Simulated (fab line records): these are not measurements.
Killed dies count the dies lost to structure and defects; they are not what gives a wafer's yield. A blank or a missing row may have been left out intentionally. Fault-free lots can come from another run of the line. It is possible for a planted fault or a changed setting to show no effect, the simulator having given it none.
What tool caused it? || flow nand-harc || 12 lots with 36 wafers sampled at 2 steps, on a route of 1302 steps

== WHAT EACH GAUGE READ, for each wafer ==
NHARC_A_M1_OVL_MEAS_10: pitch 240 nm.
{"lot": "L074", "measured": "day 23 00:07", "on": "overlay-02", "overlay-x-nm (nm)": "-1.2 -0.9 -0.6"}
{"lot": "L078", "measured": "day 24 09:19", "on": "overlay-01", "overlay-x-nm (nm)": "0.2 0.6 0.2"}
{"lot": "L079", "measured": "day 25 01:32", "on": "overlay-01", "overlay-x-nm (nm)": "-0.9 -0.4 -0.8"}
{"lot": "L082", "measured": "day 26 02:23", "on": "overlay-02", "overlay-x-nm (nm)": "0.5 0.1 0.0"}
{"lot": "L083", "measured": "day 26 17:51", "on": "overlay-02", "overlay-x-nm (nm)": "-0.3 0.1 0.1"}
{"lot": "L084", "measured": "day 28 16:14", "on": "overlay-02", "overlay-x-nm (nm)": "-0.1 -0.8 -0.5"}
{"lot": "L086", "measured": "day 28 18:24", "on": "overlay-02", "overlay-x-nm (nm)": "-0.3 0.8 0.2"}
{"lot": "L090", "measured": "day 29 14:30", "on": "overlay-01", "overlay-x-nm (nm)": "0.6 0.3 0.7"}
{"lot": "L089", "measured": "day 30 07:20", "on": "overlay-01", "overlay-x-nm (nm)": "0.4 1.2 0.5"}
{"lot": "L093", "measured": "day 31 06:59", "on": "overlay-02", "overlay-x-nm (nm)": "-1.7 -1.9 -1.9"}
{"lot": "L095", "measured": "day 31 18:38", "on": "overlay-01", "overlay-x-nm (nm)": "-0.5 -0.2 -0.7"}
{"lot": "L097", "measured": "day 32 19:47", "on": "overlay-02", "overlay-x-nm (nm)": "1.0 0.8 1.3"}

== EACH LOT AND THE TOOL THAT RAN IT (in order: tool; ch and the chambers of the sampled wafers; start) ==
{"lot": "L074", "NHARC_A_M0_PRE_CLEAN_29": "pvd-sputter-03, day 23 00:07 or earlier"}
{"lot": "L078", "NHARC_A_M0_PRE_CLEAN_29": "pvd-sputter-01, day 24 09:19 or earlier"}
{"lot": "L079", "NHARC_A_M0_PRE_CLEAN_29": "pvd-sputter-01, day 25 01:32 or earlier"}
{"lot": "L082", "NHARC_A_M0_PRE_CLEAN_29": "pvd-sputter-03, day 26 02:23 or earlier"}
{"lot": "L083", "NHARC_A_M0_PRE_CLEAN_29": "pvd-sputter-02, day 26 17:51 or earlier"}
{"lot": "L084", "NHARC_A_M0_PRE_CLEAN_29": "pvd-sputter-01, day 28 16:14 or earlier"}
{"lot": "L086", "NHARC_A_M0_PRE_CLEAN_29": "pvd-sputter-01, day 28 18:24 or earlier"}
{"lot": "L090", "NHARC_A_M0_PRE_CLEAN_29": "pvd-sputter-03, day 29 14:30 or earlier"}
{"lot": "L089", "NHARC_A_M0_PRE_CLEAN_29": "pvd-sputter-02, day 30 07:20 or earlier"}
{"lot": "L093", "NHARC_A_M0_PRE_CLEAN_29": "pvd-sputter-02, day 31 06:59 or earlier"}
{"lot": "L095", "NHARC_A_M0_PRE_CLEAN_29": "pvd-sputter-03, day 31 18:38 or earlier"}
{"lot": "L097", "NHARC_A_M0_PRE_CLEAN_29": "pvd-sputter-02, day 32 19:47 or earlier"}
- NHARC_A_M0_PRE_CLEAN_29: time 30 s.

== THE ANSWER, worked out from the rows above alone ==
Rule: the usual values come from the lots themselves. The widest of any qualifying gaps counts: lots, ordered by their means at a reading, are off when they make up no more than a third of the lots, leave a main group of 4 or more, and stand apart from it by 3 or more times the standard deviation of that group's means. Not used: any main group whose means are identical at the precision the tables above print for the reading. A lot without any number at a reading at which 4 lots or more have one is off too. Where the step has rows for the other lots, those lots are counted as sound.
No lot is off at any reading shown: from this, nothing can be told.

== WHAT WAS PUT IN BY THE SIMULATOR ==
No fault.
